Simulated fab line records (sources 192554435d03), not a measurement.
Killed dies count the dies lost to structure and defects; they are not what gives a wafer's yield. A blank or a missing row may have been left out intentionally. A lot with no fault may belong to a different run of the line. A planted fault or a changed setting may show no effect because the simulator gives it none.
What tool caused it? || flow n5_finfet || 10 lots, 29 wafers sampled, at 5 steps of a route of 1938

WHAT EACH GAUGE READ, for each wafer
N5_DUMMY_GATE_CD_MEAS_15: the cd target is 25.8 nm. Usual: cd_nm reads 25.02 nm (standard deviation 0.22).
{"lot": "L522", "measured": "day 3 04:21", "on": "cd_sem-01", "cd_nm (nm)": "24.95 25.12 24.67", "flag": ""}
{"lot": "L523", "measured": "day 3 13:33", "on": "cd_sem-03", "cd_nm (nm)": "24.60 24.56 25.24", "flag": ""}
{"lot": "L524", "measured": "day 3 15:40", "on": "cd_sem-03", "cd_nm (nm)": "24.95 24.96", "flag": ""}
{"lot": "L526", "measured": "day 4 05:22", "on": "cd_sem-01", "cd_nm (nm)": "24.93 25.04 25.42", "flag": ""}
{"lot": "L534", "measured": "day 6 04:31", "on": "cd_sem-01", "cd_nm (nm)": "24.94 24.91 25.36", "flag": ""}
{"lot": "L536", "measured": "day 6 15:32", "on": "cd_sem-01", "cd_nm (nm)": "24.91 25.34 25.25", "flag": ""}
{"lot": "L538", "measured": "day 7 05:28", "on": "cd_sem-03", "cd_nm (nm)": "24.88 25.37 25.11", "flag": ""}
{"lot": "L539", "measured": "day 7 14:46", "on": "cd_sem-03", "cd_nm (nm)": "24.99 25.30 25.09", "flag": ""}
{"lot": "L540", "measured": "day 7 19:07", "on": "cd_sem-01", "cd_nm (nm)": "25.05 25.28 25.08", "flag": ""}
{"lot": "L541", "measured": "day 7 23:50", "on": "cd_sem-01", "cd_nm (nm)": "25.06 25.52 24.91", "flag": ""}

N5_DUMMY_GATE_CD_MEAS_50: the cd target is 14 nm. Usual: cd_nm reads 14.0 nm (standard deviation 0.39).
{"lot": "L522", "measured": "day 3 04:52", "on": "cd_sem-02", "cd_nm (nm)": "14.0 14.6 15.2", "flag": ""}
{"lot": "L523", "measured": "day 3 14:04", "on": "cd_sem-03", "cd_nm (nm)": "14.7 14.3 14.1", "flag": ""}
{"lot": "L524", "measured": "day 3 16:11", "on": "cd_sem-01", "cd_nm (nm)": "13.8 14.1", "flag": ""}
{"lot": "L526", "measured": "day 4 05:52", "on": "cd_sem-02", "cd_nm (nm)": "14.0 13.8 14.6", "flag": ""}
{"lot": "L534", "measured": "day 6 05:10", "on": "cd_sem-01", "cd_nm (nm)": "14.4 13.9 14.7", "flag": ""}
{"lot": "L536", "measured": "day 6 16:22", "on": "cd_sem-02", "cd_nm (nm)": "13.9 14.0 14.4", "flag": ""}
{"lot": "L538", "measured": "day 7 05:59", "on": "cd_sem-02", "cd_nm (nm)": "13.8 14.2 13.9", "flag": ""}
{"lot": "L539", "measured": "day 7 15:16", "on": "cd_sem-02", "cd_nm (nm)": "13.8 14.2 14.1", "flag": ""}
{"lot": "L540", "measured": "day 7 19:37", "on": "cd_sem-03", "cd_nm (nm)": "14.1 14.2 13.5", "flag": ""}
{"lot": "L541", "measured": "day 8 00:20", "on": "cd_sem-01", "cd_nm (nm)": "13.8 13.8 13.8", "flag": ""}

N5_BEOL_M4_RC_MEAS_101. Usual: DIBL_N 36.0 mV/V, standard deviation 1.7; DIBL_P 35.8 mV/V, standard deviation 2; IOFF_N 0.15 nA/um, standard deviation 0.03; IOFF_P 0.20 nA/um, standard deviation 0.037; ION_N 670 uA/um, standard deviation 12; ION_P 460 uA/um, standard deviation 7.2; SS_N 71.5 mV/dec, standard deviation 0.68; SS_P 73.2 mV/dec, standard deviation 0.65; VT_N 250 mV, standard deviation 3.1; VT_P -251 mV, standard deviation 3.4.
{"lot": "L522", "measured": "day 8 07:37", "on": "prober-01", "DIBL_N (mV/V)": "36.4 34.2 34.7", "DIBL_P (mV/V)": "35.4 31.6 32.5", "IOFF_N (nA/um)": "0.16 0.11 0.13", "IOFF_P (nA/um)": "0.20 0.16 0.16", "ION_N (uA/um)": "664 655 662", "ION_P (uA/um)": "456 455 454", "SS_N (mV/dec)": "71.6 70.5 71.2", "SS_P (mV/dec)": "73.0 72.0 72.5", "VT_N (mV)": "250 256 253", "VT_P (mV)": "-251 -256 -257", "flag": ""}
{"lot": "L523", "measured": "day 8 12:48", "on": "prober-01", "DIBL_N (mV/V)": "34.2 35.8 36.6", "DIBL_P (mV/V)": "33.2 34.4 34.3", "IOFF_N (nA/um)": "0.12 0.15 0.15", "IOFF_P (nA/um)": "0.16 0.17 0.16", "ION_N (uA/um)": "667 677 646", "ION_P (uA/um)": "456 457 440", "SS_N (mV/dec)": "71.8 72.1 72.3", "SS_P (mV/dec)": "72.0 72.7 72.8", "VT_N (mV)": "251 247 252", "VT_P (mV)": "-252 -253 -253", "flag": ""}
{"lot": "L524", "measured": "day 8 09:44", "on": "prober-02", "DIBL_N (mV/V)": "38.7 32.9", "DIBL_P (mV/V)": "39.0 31.0", "IOFF_N (nA/um)": "0.19 0.09", "IOFF_P (nA/um)": "0.28 0.14", "ION_N (uA/um)": "671 638", "ION_P (uA/um)": "463 444", "SS_N (mV/dec)": "72.0 71.2", "SS_P (mV/dec)": "74.1 71.2", "VT_N (mV)": "246 258", "VT_P (mV)": "-244 -255", "flag": ""}
{"lot": "L526", "measured": "day 9 08:49", "on": "prober-02", "DIBL_N (mV/V)": "33.1 35.4 34.2", "DIBL_P (mV/V)": "33.6 36.4 35.5", "IOFF_N (nA/um)": "0.12 0.16 0.14", "IOFF_P (nA/um)": "0.14 0.18 0.18", "ION_N (uA/um)": "662 666 682", "ION_P (uA/um)": "454 448 469", "SS_N (mV/dec)": "71.1 71.8 71.3", "SS_P (mV/dec)": "73.1 73.2 72.5", "VT_N (mV)": "252 248 251", "VT_P (mV)": "-256 -254 -255", "flag": ""}
{"lot": "L534", "measured": "day 11 15:01", "on": "prober-01", "DIBL_N (mV/V)": "36.2 35.2 35.0", "DIBL_P (mV/V)": "35.7 35.6 34.7", "IOFF_N (nA/um)": "0.14 0.14 0.12", "IOFF_P (nA/um)": "0.19 0.20 0.18", "ION_N (uA/um)": "658 684 655", "ION_P (uA/um)": "453 470 460", "SS_N (mV/dec)": "71.2 71.1 70.1", "SS_P (mV/dec)": "72.7 73.4 72.7", "VT_N (mV)": "252 250 254", "VT_P (mV)": "-252 -250 -251", "flag": ""}
{"lot": "L536", "measured": "day 12 17:39", "on": "prober-01", "DIBL_N (mV/V)": "35.4 35.4 34.2", "DIBL_P (mV/V)": "35.2 36.6 32.8", "IOFF_N (nA/um)": "0.14 0.16 0.12", "IOFF_P (nA/um)": "0.20 0.23 0.17", "ION_N (uA/um)": "676 674 670", "ION_P (uA/um)": "469 466 457", "SS_N (mV/dec)": "71.5 71.5 71.4", "SS_P (mV/dec)": "73.1 73.0 72.7", "VT_N (mV)": "252 249 251", "VT_P (mV)": "-249 -247 -252", "flag": ""}
{"lot": "L538", "measured": "day 12 18:06", "on": "prober-02", "DIBL_N (mV/V)": "34.7 36.5 36.4", "DIBL_P (mV/V)": "33.5 35.0 35.7", "IOFF_N (nA/um)": "0.13 0.15 0.15", "IOFF_P (nA/um)": "0.19 0.22 0.22", "ION_N (uA/um)": "671 647 658", "ION_P (uA/um)": "460 448 456", "SS_N (mV/dec)": "71.4 72.0 71.8", "SS_P (mV/dec)": "72.2 72.6 72.8", "VT_N (mV)": "252 251 251", "VT_P (mV)": "-249 -247 -247", "flag": ""}
{"lot": "L539", "measured": "day 12 10:33", "on": "prober-01", "DIBL_N (mV/V)": "37.5 34.2 33.3", "DIBL_P (mV/V)": "38.7 34.3 33.9", "IOFF_N (nA/um)": "0.19 0.12 0.11", "IOFF_P (nA/um)": "0.21 0.15 0.14", "ION_N (uA/um)": "678 670 655", "ION_P (uA/um)": "456 455 443", "SS_N (mV/dec)": "72.3 71.8 71.4", "SS_P (mV/dec)": "73.8 73.0 72.8", "VT_N (mV)": "251 255 255", "VT_P (mV)": "-252 -259 -259", "flag": ""}
{"lot": "L540", "measured": "day 13 02:10", "on": "prober-01", "DIBL_N (mV/V)": "35.0 36.0 36.9", "DIBL_P (mV/V)": "35.2 35.9 37.6", "IOFF_N (nA/um)": "0.14 0.16 0.17", "IOFF_P (nA/um)": "0.21 0.21 0.24", "ION_N (uA/um)": "677 683 690", "ION_P (uA/um)": "466 461 470", "SS_N (mV/dec)": "70.9 71.0 71.8", "SS_P (mV/dec)": "73.5 73.1 73.5", "VT_N (mV)": "249 250 250", "VT_P (mV)": "-249 -250 -246", "flag": ""}
{"lot": "L541", "measured": "day 13 11:05", "on": "prober-02", "DIBL_N (mV/V)": "34.7 37.6 34.3", "DIBL_P (mV/V)": "33.9 37.7 33.2", "IOFF_N (nA/um)": "0.13 0.17 0.12", "IOFF_P (nA/um)": "0.18 0.24 0.17", "ION_N (uA/um)": "664 684 653", "ION_P (uA/um)": "454 467 452", "SS_N (mV/dec)": "70.7 71.3 70.4", "SS_P (mV/dec)": "73.4 73.3 72.3", "VT_N (mV)": "252 249 250", "VT_P (mV)": "-249 -249 -254", "flag": ""}

WHICH TOOL RAN EACH LOT (tool, then ch and the chambers of the sampled wafers, then the start)
{"lot": "L522", "N5_DUMMY_GATE_ETCH_32": "rie_si-01 ch 0,3, day 3 05:09", "N5_DUMMY_GATE_ETCH_23": "rie_si-01 ch 0,3, day 3 05:11"}
{"lot": "L523", "N5_DUMMY_GATE_ETCH_32": "rie_si-01 ch 1,3, day 3 14:33", "N5_DUMMY_GATE_ETCH_23": "rie_si-01 ch 1,3, day 3 14:35"}
{"lot": "L524", "N5_DUMMY_GATE_ETCH_32": "rie_si-01 ch 1,3, day 3 16:40", "N5_DUMMY_GATE_ETCH_23": "rie_si-01 ch 1,3, day 3 16:41"}
{"lot": "L526", "N5_DUMMY_GATE_ETCH_32": "rie_si-01 ch 0,2,3, day 4 06:10", "N5_DUMMY_GATE_ETCH_23": "rie_si-01 ch 0,2,3, day 4 06:12"}
{"lot": "L534", "N5_DUMMY_GATE_ETCH_32": "rie_si-03 ch 0,1, day 6 05:34", "N5_DUMMY_GATE_ETCH_23": "rie_si-03 ch 0,1, day 6 05:37"}
{"lot": "L536", "N5_DUMMY_GATE_ETCH_32": "rie_si-05 ch 0,1,3, day 6 16:40", "N5_DUMMY_GATE_ETCH_23": "rie_si-05 ch 0,1,3, day 6 16:42"}
{"lot": "L538", "N5_DUMMY_GATE_ETCH_32": "rie_si-05 ch 0,2,3, day 7 06:16", "N5_DUMMY_GATE_ETCH_23": "rie_si-05 ch 0,2,3, day 7 06:18"}
{"lot": "L539", "N5_DUMMY_GATE_ETCH_32": "rie_si-03 ch 1,2,3, day 7 15:34", "N5_DUMMY_GATE_ETCH_23": "rie_si-03 ch 1,2,3, day 7 15:36"}
{"lot": "L540", "N5_DUMMY_GATE_ETCH_32": "rie_si-01 ch 0,2,3, day 7 19:54", "N5_DUMMY_GATE_ETCH_23": "rie_si-01 ch 0,2,3, day 7 19:56"}
{"lot": "L541", "N5_DUMMY_GATE_ETCH_32": "rie_si-01 ch 0,2, day 8 00:38", "N5_DUMMY_GATE_ETCH_23": "rie_si-01 ch 0,2, day 8 00:40"}
- N5_DUMMY_GATE_ETCH_32: etches SiO2 in CF4, target depth 3.5 nm, time 3.9 s.
- N5_DUMMY_GATE_ETCH_23: etches poly-Si in HBr/Cl2/O2, target depth 41 nm, time 22.3 s.

AS READ BY THE TOOLS THEMSELVES (means over the sampled wafers that have a number; for cases with no such wafer, the mark the record gives instead)
N5_DUMMY_GATE_ETCH_32. Usual: cf4_flow_sccm 80.01 sccm, standard deviation 0.24; drypump_motor_current_A 5.6 A, standard deviation 0.39; oes_product_au 1.004 a.u., standard deviation 0.023; throttle_valve_pct 21.69 %, standard deviation 0.18.
{"lot": "L522", "tool": "rie_si-01", "cf4_flow_sccm (sccm)": 80.23, "drypump_motor_current_A (A)": 5.2, "oes_product_au (a.u.)": 1.005, "throttle_valve_pct (%)": 21.77, "flag": ""}
{"lot": "L523", "tool": "rie_si-01", "cf4_flow_sccm (sccm)": 79.91, "drypump_motor_current_A (A)": 5.1, "oes_product_au (a.u.)": 1.025, "throttle_valve_pct (%)": 21.85, "flag": ""}
{"lot": "L524", "tool": "rie_si-01", "cf4_flow_sccm (sccm)": 79.80, "drypump_motor_current_A (A)": 5.2, "oes_product_au (a.u.)": 1.020, "throttle_valve_pct (%)": 21.90, "flag": ""}
{"lot": "L526", "tool": "rie_si-01", "cf4_flow_sccm (sccm)": 80.03, "drypump_motor_current_A (A)": 5.3, "oes_product_au (a.u.)": 1.006, "throttle_valve_pct (%)": 21.66, "flag": ""}
{"lot": "L534", "tool": "rie_si-03", "cf4_flow_sccm (sccm)": 80.01, "drypump_motor_current_A (A)": 5.9, "oes_product_au (a.u.)": 0.964, "throttle_valve_pct (%)": 21.55, "flag": ""}
{"lot": "L536", "tool": "rie_si-05", "cf4_flow_sccm (sccm)": 80.16, "drypump_motor_current_A (A)": 5.5, "oes_product_au (a.u.)": 1.010, "throttle_valve_pct (%)": 21.74, "flag": ""}
{"lot": "L538", "tool": "rie_si-05", "cf4_flow_sccm (sccm)": 80.14, "drypump_motor_current_A (A)": 5.7, "oes_product_au (a.u.)": 0.995, "throttle_valve_pct (%)": 21.60, "flag": ""}
{"lot": "L539", "tool": "rie_si-03", "cf4_flow_sccm (sccm)": 80.18, "drypump_motor_current_A (A)": 5.9, "oes_product_au (a.u.)": 1.015, "throttle_valve_pct (%)": 21.72, "flag": ""}
{"lot": "L540", "tool": "rie_si-01", "cf4_flow_sccm (sccm)": 79.89, "drypump_motor_current_A (A)": 5.3, "oes_product_au (a.u.)": 1.009, "throttle_valve_pct (%)": 21.66, "flag": ""}
{"lot": "L541", "tool": "rie_si-01", "cf4_flow_sccm (sccm)": 79.85, "drypump_motor_current_A (A)": 5.4, "oes_product_au (a.u.)": 1.005, "throttle_valve_pct (%)": 21.54, "flag": ""}

N5_DUMMY_GATE_ETCH_23. Usual: O2_flow_sccm 12.00 sccm, standard deviation 0.036; drypump_motor_current_A 5.6 A, standard deviation 0.39; mfc_cl2_sccm 80.02 sccm, standard deviation 0.26; oes_product_au 1.003 a.u., standard deviation 0.023; throttle_valve_pct 37.1 %, standard deviation 0.35.
{"lot": "L522", "tool": "rie_si-01", "O2_flow_sccm (sccm)": 12.04, "drypump_motor_current_A (A)": 5.2, "mfc_cl2_sccm (sccm)": 79.81, "oes_product_au (a.u.)": 1.006, "throttle_valve_pct (%)": 37.5, "flag": ""}
{"lot": "L523", "tool": "rie_si-01", "O2_flow_sccm (sccm)": 12.01, "drypump_motor_current_A (A)": 5.1, "mfc_cl2_sccm (sccm)": 79.98, "oes_product_au (a.u.)": 0.992, "throttle_valve_pct (%)": 37.4, "flag": ""}
{"lot": "L524", "tool": "rie_si-01", "O2_flow_sccm (sccm)": 11.98, "drypump_motor_current_A (A)": 5.2, "mfc_cl2_sccm (sccm)": 79.85, "oes_product_au (a.u.)": 0.987, "throttle_valve_pct (%)": 37.4, "flag": ""}
{"lot": "L526", "tool": "rie_si-01", "O2_flow_sccm (sccm)": 11.98, "drypump_motor_current_A (A)": 5.3, "mfc_cl2_sccm (sccm)": 80.05, "oes_product_au (a.u.)": 0.941, "throttle_valve_pct (%)": 37.1, "flag": ""}
{"lot": "L534", "tool": "rie_si-03", "O2_flow_sccm (sccm)": 12.01, "drypump_motor_current_A (A)": 5.9, "mfc_cl2_sccm (sccm)": 80.01, "oes_product_au (a.u.)": 0.972, "throttle_valve_pct (%)": 37.0, "flag": ""}
{"lot": "L536", "tool": "rie_si-05", "O2_flow_sccm (sccm)": 12.00, "drypump_motor_current_A (A)": 5.5, "mfc_cl2_sccm (sccm)": 79.85, "oes_product_au (a.u.)": 0.999, "throttle_valve_pct (%)": 37.3, "flag": ""}
{"lot": "L538", "tool": "rie_si-05", "O2_flow_sccm (sccm)": 12.01, "drypump_motor_current_A (A)": 5.7, "mfc_cl2_sccm (sccm)": 79.79, "oes_product_au (a.u.)": 0.993, "throttle_valve_pct (%)": 37.0, "flag": ""}
{"lot": "L539", "tool": "rie_si-03", "O2_flow_sccm (sccm)": 12.04, "drypump_motor_current_A (A)": 5.9, "mfc_cl2_sccm (sccm)": 79.93, "oes_product_au (a.u.)": 1.023, "throttle_valve_pct (%)": 37.1, "flag": ""}
{"lot": "L540", "tool": "rie_si-01", "O2_flow_sccm (sccm)": 11.96, "drypump_motor_current_A (A)": 5.3, "mfc_cl2_sccm (sccm)": 80.19, "oes_product_au (a.u.)": 1.014, "throttle_valve_pct (%)": 37.1, "flag": ""}
{"lot": "L541", "tool": "rie_si-01", "O2_flow_sccm (sccm)": 11.99, "drypump_motor_current_A (A)": 5.4, "mfc_cl2_sccm (sccm)": 79.89, "oes_product_au (a.u.)": 1.001, "throttle_valve_pct (%)": 36.8, "flag": ""}

THE ANSWER, worked out from the rows above alone
Rule: a lot is off if the mean of its wafers that have a number lies more than 3 standard deviations from the usual mean. A lot without any number at a reading at which 4 lots or more have one is off too. Any other lot the step has rows for is counted as sound. First the gauges in route order, then the tools' own readings, where a lot's mean is used as printed above. The first step at which some lot is off is used, and at that step the reading that is off furthest; a lot without a number counts as furthest.
No lot is off on any of the readings shown, so nothing can be concluded from this.

WHAT WAS PUT IN BY THE SIMULATOR
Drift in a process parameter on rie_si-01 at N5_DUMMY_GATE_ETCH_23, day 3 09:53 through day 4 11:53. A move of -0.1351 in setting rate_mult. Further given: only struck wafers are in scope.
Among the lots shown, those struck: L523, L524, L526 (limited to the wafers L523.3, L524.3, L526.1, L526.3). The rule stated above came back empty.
